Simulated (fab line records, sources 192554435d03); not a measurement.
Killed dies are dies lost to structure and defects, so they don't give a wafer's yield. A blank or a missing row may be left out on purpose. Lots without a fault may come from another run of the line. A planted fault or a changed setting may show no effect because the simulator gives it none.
A struck lot beside a sound one | flow n5_finfet | 21 steps out of a route of 1938
Sound: wafers L576.1, L576.5, L576.6. Struck: wafer L588.3. (L588.2, L588.4 of the same lot were not struck and are left out.) The cause comes at the end.
At each step with rows: each side's tool, then ch and its chambers, then its first start. Under that, the readings that differ: sound wafers | struck wafers | difference of the means | sigmas: that difference in standard deviations of wafers without a fault.
alike: readings whose means differ by less than 2 such deviations, and words and numbers that are the same on both sides. not compared: withheld readings, readings that some wafer has no value for, bounds like >300 that may hide the same value, and numbers for which the record gives no deviation and whose values overlap.
The two part at a step that has a row with sigmas, a row that says differs or no value, or rows on one side only. Numbers that don't overlap but have no deviation are shown without sigmas and don't part them. A reading that every wafer of one side lacks parts them only if that side has two wafers or more.

first, 8 steps without rows for these wafers: N5_BEOL_M13_COAT_58 (time 60 s, resist thk 89 nm); N5_BEOL_M13_COAT_04 (resist thk 400 nm); N5_BEOL_M13_EBR_06; N5_BEOL_M13_SOFTBAKE_05 (time 60 s); N5_BEOL_M13_EXPOSE_07 (exposes mask V12); N5_BEOL_M13_PEB_08 (peb time 90 s); N5_BEOL_M13_DEVELOP_09 (develop time 45 s); N5_BEOL_M13_HARDBAKE_14 (time 120 s).
N5_BEOL_M13_CD_MEAS_10: target cd 190 nm.
  sound on cd_sem-02 ch 0, day 11 00:44; struck on cd_sem-02 ch 0, day 13 22:50
  alike: cd_nm
N5_BEOL_M13_OVL_MEAS_11:
  sound on overlay-02 ch 0, day 11 00:46; struck on overlay-01 ch 0, day 13 22:52
  alike: V12_OVL
N5_BEOL_M13_INSPECT_12: inspects for defects (macro).
  sound on defect_inspect-01, day 11 00:47; struck on defect_inspect-01, day 13 22:53
  alike: raw_defect_count
N5_BEOL_M13_DESCUM_15: chemistry O2, time 7.9 s.
  sound on rie_diel-03 ch 1,3, day 11 00:49; struck on rie_diel-03 ch 1, day 13 22:56
  reading               | sound          | struck | difference | sigmas
  oes_product_au (a.u.) | 0.87 0.88 0.72 | 0.69   | -0.13      | -2
  alike: drypump_motor_current_A, rf_vpp_V, showerhead_plenum_p_Torr, throttle_valve_pct
  not compared: rf_hours_counter_h
N5_BEOL_M13_ETCH_59: etches BARC in N2/H2, target depth 89 nm, overetch 26.7 nm, time 67.9 s.
  sound on rie_diel-03 ch 1,3, day 11 00:52; struck on rie_diel-03 ch 1, day 13 22:58
  reading                                    | sound             | struck | difference | sigmas
  oes_product_au (a.u.)                      | 0.75 0.75 0.62    | 0.60   | -0.11      | -2
  model.coat_of_BEOL_M13_COAT_04.thk_nm (nm) | 316.2 315.2 320.8 | 276.2  | -41.2      |
  alike: drypump_motor_current_A, rf_vpp_V, showerhead_plenum_p_Torr, throttle_valve_pct
  not compared: rf_hours_counter_h
N5_BEOL_M13_VIA_ETCH_16: etches SiOC in C4F8/O2/Ar, target depth 921.7 nm.
  sound on rie_diel-03 ch 1,3, day 11 00:55; struck on rie_diel-03 ch 1, day 13 23:01
  reading                                    | sound          | struck | difference | sigmas
  oes_product_au (a.u.)                      | 0.79 0.80 0.65 | 0.63   | -0.12      | -2
  model.coat_of_BEOL_M13_COAT_04.thk_nm (nm) | 70.4 67.4 72.4 | 32.6   | -37.5      |
  alike: drypump_motor_current_A, he_inner_torr, rf_vpp_V, showerhead_plenum_p_Torr, throttle_valve_pct
N5_BEOL_M13_STRIP_63: strips in N2/H2.
  sound on plasma_asher-02 ch 0,1, day 11 01:08; struck on plasma_asher-01 ch 0, day 13 23:15
  reading                      | sound             | struck | difference | sigmas
  oes_product_au (a.u.)        | 0.674 0.669 0.681 | 0.646  | -0.029     | -6
  strip_time_to_endpoint_s (s) | 27.8 26.9 28.4    | 15.9   | -11.8      | -12
  alike: drypump_motor_current_A, heater_power_w
  not compared: rf_hours_counter_h
N5_BEOL_M13_STRIP_64: strips in N2/H2.
  sound on plasma_asher-02 ch 0,1, day 11 01:12; struck on plasma_asher-01 ch 0, day 13 23:19
  reading                      | sound             | struck | difference | sigmas
  strip_time_to_endpoint_s (s) | 31.43 31.47 31.45 | 31.23  | -0.22      | -3
  alike: drypump_motor_current_A, heater_power_w, oes_product_au
  not compared: rf_hours_counter_h
then, 2 steps without rows for these wafers: N5_BEOL_M13_STRIP_71 (strips in post etch residue remover, time 60 s); N5_BEOL_M13_SRD_72 (time 30 s, dry time 30 s).
N5_BEOL_M13_CD_MEAS_17: target cd 190 nm.
  sound on cd_sem-01, day 11 01:21; struck on cd_sem-03, day 13 23:28
  reading    | sound             | struck | difference | sigmas
  cd_nm (nm) | 188.7 189.0 188.4 | 197.3  | +8.6       | +7
then, 1 step without rows for these wafers: N5_BEOL_M13_COAT_65 (time 60 s, resist thk 350 nm).
N5_PASSIVATION_PROBE_49:
  the record has rows for the sound wafers here (prober-01, day 12 07:25) and none for the struck ones

WHERE THEY PART
First at N5_BEOL_M13_DESCUM_15; last, within this record, at N5_PASSIVATION_PROBE_49.

WHY: what the simulator had put in
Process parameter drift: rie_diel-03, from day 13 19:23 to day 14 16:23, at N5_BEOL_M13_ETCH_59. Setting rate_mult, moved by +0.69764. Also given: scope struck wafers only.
